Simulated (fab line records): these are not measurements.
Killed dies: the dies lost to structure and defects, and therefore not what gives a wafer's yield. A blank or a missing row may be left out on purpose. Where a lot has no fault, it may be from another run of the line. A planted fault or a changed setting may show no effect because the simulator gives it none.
What tool caused it? :: flow nand-harc :: 13 lots with 37 wafers sampled at 5 steps, on a route of 1159 steps

== WHAT EACH GAUGE READ, for each wafer ==
NHARC_A_BONDPAD_CD_MEAS_09 targets a cd of 500 nm. Usual: 500.2 nm for cd-nm, sd 1.6.
lot: L287
measured: day 18 07:30
on: cd-sem-01
cd-nm (nm): 500.5 501.2 501.3
flag: 

lot: L288
measured: day 18 09:40
on: cd-sem-02
cd-nm (nm): 501.2 502.4 500.6
flag: 

lot: L289
measured: day 18 13:06
on: cd-sem-01
cd-nm (nm): 499.9 498.2 501.0
flag: 

lot: L301
measured: day 21 19:12
on: cd-sem-02
cd-nm (nm): 500.7 502.5 501.3
flag: 

lot: L298
measured: day 22 09:29
on: cd-sem-02
cd-nm (nm): 499.3
flag: 

lot: L303
measured: day 22 09:59
on: cd-sem-01
cd-nm (nm): 499.7 499.9 498.9
flag: 

lot: L306
measured: day 22 12:49
on: cd-sem-03
cd-nm (nm): 502.5 500.7 499.0
flag: 

lot: L304
measured: day 22 17:41
on: cd-sem-02
cd-nm (nm): 501.0 500.8 500.6
flag: 

lot: L308
measured: day 22 19:39
on: cd-sem-01
cd-nm (nm): 500.5 499.0 500.1
flag: 

lot: L302
measured: day 23 06:02
on: cd-sem-02
cd-nm (nm): 499.5 499.6 499.3
flag: 

lot: L307
measured: day 23 08:47
on: cd-sem-02
cd-nm (nm): 502.7 501.6 502.7
flag: 

lot: L310
measured: day 23 13:59
on: cd-sem-03
cd-nm (nm): 499.1 498.4 498.7
flag: 

lot: L309
measured: day 23 14:20
on: cd-sem-02
cd-nm (nm): 502.9 500.6 499.9
flag: 

NHARC_END_SORT_01. Usual: defect-limited-yield 95.7 %, standard deviation 1.5; killed-at-array 25, standard deviation 9.8; killed-at-other 0.8, standard deviation 1.1; killed-at-periphery 3.3, standard deviation 2.1; killed-dies 29, standard deviation 10; killed-open 3.3, standard deviation 1.8; killed-short 1.9, standard deviation 1.4; sort_bin_2_pct 1.3 %, standard deviation 0.6; sort_bin_3_pct 0.25 %, standard deviation 0.23; sort_bin_4_pct 2.8 %, standard deviation 0.97; sort-n-pass 648, standard deviation 10; sort-rim-yield-pct 95 %, standard deviation 3.2; sort-yield-pct 95.7 %, standard deviation 1.5.
lot: L301
measured: day 23 05:50
on: prober-01
defect-limited-yield (%): 94.5 95.9 94.7
killed-at-array: 31 20 30
killed-at-other: 3 2 3
killed-at-periphery: 3 6 3
killed-dies: 37 28 36
killed-open: 2 3 2
killed-short: 2 4 2
sort_bin_2_pct (%): 2.2 1.2 1.8
sort_bin_3_pct (%): 0.30 0.30 0.30
sort_bin_4_pct (%): 3.0 2.7 3.2
sort-n-pass: 640 649 641
sort-rim-yield-pct (%): 94 92 93
sort-yield-pct (%): 94.5 95.9 94.7
flag: 

lot: L298
measured: day 23 14:49
on: prober-01
defect-limited-yield (%): 95.6
killed-at-array: 24
killed-at-other: 1
killed-at-periphery: 5
killed-dies: 30
killed-open: 3
killed-short: 4
sort_bin_2_pct (%): 1.2
sort_bin_3_pct (%): 0.15
sort_bin_4_pct (%): 3.1
sort-n-pass: 647
sort-rim-yield-pct (%): 95
sort-yield-pct (%): 95.6
flag: 

lot: L302
measured: day 24 19:32
on: prober-01
defect-limited-yield (%): 96.9 95.3 95.6
killed-at-array: 19 28 26
killed-at-other: 2 1 0
killed-at-periphery: 0 3 4
killed-dies: 21 32 30
killed-open: 2 1 5
killed-short: 3 3 4
sort_bin_2_pct (%): 0.9 1.5 1.5
sort_bin_3_pct (%): 0.15 0.30 0.30
sort_bin_4_pct (%): 2.1 3.0 2.7
sort-n-pass: 656 645 647
sort-rim-yield-pct (%): 93 94 92
sort-yield-pct (%): 96.9 95.3 95.6
flag: 

lot: L310
measured: day 25 11:10
on: prober-01
defect-limited-yield (%): 96.3 98.2 96.3
killed-at-array: 23 12 23
killed-at-other: 0 0 0
killed-at-periphery: 2 0 2
killed-dies: 25 12 25
killed-open: 2 0 3
killed-short: 1 0 3
sort_bin_2_pct (%): 1.5 0.4 1.2
sort_bin_3_pct (%): 0.30 0 0.30
sort_bin_4_pct (%): 1.9 1.3 2.2
sort-n-pass: 652 665 652
sort-rim-yield-pct (%): 93 98 96
sort-yield-pct (%): 96.3 98.2 96.3
flag: 

== EACH LOT AND THE TOOL THAT RAN IT (in order: tool; ch and the chambers of the sampled wafers; start) ==
lot: L287
NHARC_A_BONDPAD_CMP_29: cmp-01 ch 0,3, day 18 06:40
NHARC_THIN_TSV_DEGAS_53: pvd-sputter-03, day 19 07:36
NHARC_THIN_TSV_ETCH_36: rie-metal-01 ch 0,1, day 19 09:19

lot: L288
NHARC_A_BONDPAD_CMP_29: cmp-02 ch 0,2,3, day 18 09:01
NHARC_THIN_TSV_DEGAS_53: pvd-sputter-03, day 19 10:09
NHARC_THIN_TSV_ETCH_36: rie-metal-01 ch 0,1, day 19 11:42

lot: L289
NHARC_A_BONDPAD_CMP_29: cmp-01 ch 0,1, day 18 12:25
NHARC_THIN_TSV_DEGAS_53: pvd-sputter-03, day 19 11:12
NHARC_THIN_TSV_ETCH_36: rie-metal-03 ch 0,1, day 19 12:55

lot: L301
NHARC_A_BONDPAD_CMP_29: cmp-02 ch 1,2,3, day 21 18:26
NHARC_THIN_TSV_DEGAS_53: pvd-sputter-02, day 22 17:21
NHARC_THIN_TSV_ETCH_36: rie-metal-02 ch 0,1, day 22 19:05

lot: L298
NHARC_A_BONDPAD_CMP_29: cmp-04 ch 2, day 22 08:42
NHARC_THIN_TSV_DEGAS_53: pvd-sputter-01, day 23 04:46
NHARC_THIN_TSV_ETCH_36: rie-metal-02 ch 1, day 23 06:29

lot: L303
NHARC_A_BONDPAD_CMP_29: cmp-02 ch 0,1,2, day 22 09:17
NHARC_THIN_TSV_DEGAS_53: pvd-sputter-03, day 23 06:33
NHARC_THIN_TSV_ETCH_36: rie-metal-03 ch 0, day 23 08:22

lot: L306
NHARC_A_BONDPAD_CMP_29: cmp-02 ch 0,1,3, day 22 11:59
NHARC_THIN_TSV_DEGAS_53: pvd-sputter-01, day 23 07:46
NHARC_THIN_TSV_ETCH_36: rie-metal-03 ch 0,1, day 23 09:28

lot: L304
NHARC_A_BONDPAD_CMP_29: cmp-02 ch 1,2, day 22 16:53
NHARC_THIN_TSV_DEGAS_53: pvd-sputter-03, day 23 17:42
NHARC_THIN_TSV_ETCH_36: rie-metal-03 ch 0,1, day 23 19:22

lot: L308
NHARC_A_BONDPAD_CMP_29: cmp-04 ch 0,1,2, day 22 18:50
NHARC_THIN_TSV_DEGAS_53: pvd-sputter-02, day 23 18:58
NHARC_THIN_TSV_ETCH_36: rie-metal-01 ch 0,1, day 23 20:32

lot: L302
NHARC_A_BONDPAD_CMP_29: cmp-01 ch 1,2, day 23 05:13
NHARC_THIN_TSV_DEGAS_53: pvd-sputter-03, day 24 03:45
NHARC_THIN_TSV_ETCH_36: rie-metal-03 ch 0,1, day 24 05:20

lot: L307
NHARC_A_BONDPAD_CMP_29: cmp-01 ch 0,2, day 23 07:58
NHARC_THIN_TSV_DEGAS_53: pvd-sputter-01, day 24 04:49
NHARC_THIN_TSV_ETCH_36: rie-metal-01 ch 0,1, day 24 06:23

lot: L310
NHARC_A_BONDPAD_CMP_29: cmp-04 ch 0,2,3, day 23 13:11
NHARC_THIN_TSV_DEGAS_53: pvd-sputter-03, day 24 10:19
NHARC_THIN_TSV_ETCH_36: rie-metal-03 ch 0,1, day 24 11:53

lot: L309
NHARC_A_BONDPAD_CMP_29: cmp-01 ch 0,1,3, day 23 13:32
NHARC_THIN_TSV_DEGAS_53: pvd-sputter-02, day 24 11:38
NHARC_THIN_TSV_ETCH_36: rie-metal-01 ch 0, day 24 13:13
- NHARC_A_BONDPAD_CMP_29: polishes SiCN, target thk 200 nm.
- NHARC_THIN_TSV_DEGAS_53: time 60 s.
- NHARC_THIN_TSV_ETCH_36: etches the open film in Cl2/BCl3, target depth 65 nm, time 18.571 s.

== WHAT THE TOOLS THEMSELVES READ (means of the sampled wafers that have a number; where no wafer has one, the mark that the record gives instead) ==
NHARC_A_BONDPAD_CMP_29. Usual: 12.2 A for motor-current-A, sd 1.4.
lot: L287
tool: cmp-01
motor-current-A (A): 11.0
flag: 

lot: L288
tool: cmp-02
motor-current-A (A): 13.0
flag: 

lot: L289
tool: cmp-01
motor-current-A (A): 12.5
flag: 

lot: L301
tool: cmp-02
motor-current-A (A): 13.3
flag: 

lot: L298
tool: cmp-04
motor-current-A (A): 11.0
flag: 

lot: L303
tool: cmp-02
motor-current-A (A): 13.4
flag: 

lot: L306
tool: cmp-02
motor-current-A (A): 13.5
flag: 

lot: L304
tool: cmp-02
motor-current-A (A): 13.9
flag: 

lot: L308
tool: cmp-04
motor-current-A (A): 11.3
flag: 

lot: L302
tool: cmp-01
motor-current-A (A): 12.1
flag: 

lot: L307
tool: cmp-01
motor-current-A (A): 11.1
flag: 

lot: L310
tool: cmp-04
motor-current-A (A): 12.0
flag: 

lot: L309
tool: cmp-01
motor-current-A (A): 11.7
flag: 

NHARC_THIN_TSV_DEGAS_53. Usual: 474 W for heater-power-w, sd 67.
lot: L287
tool: pvd-sputter-03
heater-power-w (W): 471
flag: 

lot: L288
tool: pvd-sputter-03
heater-power-w (W): 514
flag: 

lot: L289
tool: pvd-sputter-03
heater-power-w (W): 425
flag: 

lot: L301
tool: pvd-sputter-02
heater-power-w (W): 430
flag: 

lot: L298
tool: pvd-sputter-01
heater-power-w (W): 466
flag: 

lot: L303
tool: pvd-sputter-03
heater-power-w (W): 404
flag: 

lot: L306
tool: pvd-sputter-01
heater-power-w (W): 412
flag: 

lot: L304
tool: pvd-sputter-03
heater-power-w (W): 458
flag: 

lot: L308
tool: pvd-sputter-02
heater-power-w (W): 485
flag: 

lot: L302
tool: pvd-sputter-03
heater-power-w (W): 415
flag: 

lot: L307
tool: pvd-sputter-01
heater-power-w (W): 450
flag: 

lot: L310
tool: pvd-sputter-03
heater-power-w (W): 501
flag: 

lot: L309
tool: pvd-sputter-02
heater-power-w (W): 433
flag: 

NHARC_THIN_TSV_ETCH_36. Usual: drypump-motor-current-A 5.9 A, standard deviation 0.45; oes-product-au 1.003 a.u., standard deviation 0.0072.
lot: L287
tool: rie-metal-01
drypump-motor-current-A (A): 5.8
oes-product-au (a.u.): 1.012
flag: 

lot: L288
tool: rie-metal-01
drypump-motor-current-A (A): 5.8
oes-product-au (a.u.): 1.004
flag: 

lot: L289
tool: rie-metal-03
drypump-motor-current-A (A): 6.5
oes-product-au (a.u.): 1.003
flag: 

lot: L301
tool: rie-metal-02
drypump-motor-current-A (A): 5.4
oes-product-au (a.u.): 0.880
flag: OFF

lot: L298
tool: rie-metal-02
drypump-motor-current-A (A): 5.4
oes-product-au (a.u.): 0.816
flag: OFF

lot: L303
tool: rie-metal-03
drypump-motor-current-A (A): 6.0
oes-product-au (a.u.): 1.002
flag: 

lot: L306
tool: rie-metal-03
drypump-motor-current-A (A): 6.6
oes-product-au (a.u.): 1.005
flag: 

lot: L304
tool: rie-metal-03
drypump-motor-current-A (A): 6.3
oes-product-au (a.u.): 1.003
flag: 

lot: L308
tool: rie-metal-01
drypump-motor-current-A (A): 5.8
oes-product-au (a.u.): 0.992
flag: 

lot: L302
tool: rie-metal-03
drypump-motor-current-A (A): 6.3
oes-product-au (a.u.): 1.000
flag: 

lot: L307
tool: rie-metal-01
drypump-motor-current-A (A): 5.8
oes-product-au (a.u.): 1.001
flag: 

lot: L310
tool: rie-metal-03
drypump-motor-current-A (A): 6.5
oes-product-au (a.u.): 0.994
flag: 

lot: L309
tool: rie-metal-01
drypump-motor-current-A (A): 5.7
oes-product-au (a.u.): 1.001
flag: 

== THE ANSWER, worked out from the rows above alone ==
Rule: a lot is off if the mean of its wafers that have a number lies more than 3 standard deviations from the usual mean. Also off: a lot with no number at a reading for which 4 or more lots have one. Where the step has rows for the other lots, those lots are counted as sound. The gauges are gone through in route order, then the tools' own readings, and for those a lot's mean is taken as printed above. The first step at which some lot is off is used, and at that step the reading that is off furthest; a lot without a number counts as furthest.
Off: L301, L298 (NHARC_THIN_TSV_ETCH_36, oes-product-au).
A tool fits if, at that step or a process step before it, it ran every lot that is off, and no sound lot after the first of them. One fits: NHARC_THIN_TSV_ETCH_36 on rie-metal-02. It ran no sound lot before its first lot that is off in this sample, so the start can't be narrowed down.
On the lots that are off, the tool's own readings at NHARC_THIN_TSV_ETCH_36 differ by more than 5 times the standard deviation of the sound lots' means, which bears it out; oes-product-au reads 0.848 a.u. there versus 1.002 a.u. on the sound lots.

== WHAT THE SIMULATOR HAD INSERTED ==
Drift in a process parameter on rie-metal-02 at NHARC_THIN_TSV_ETCH_36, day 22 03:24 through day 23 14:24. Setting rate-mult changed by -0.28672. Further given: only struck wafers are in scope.
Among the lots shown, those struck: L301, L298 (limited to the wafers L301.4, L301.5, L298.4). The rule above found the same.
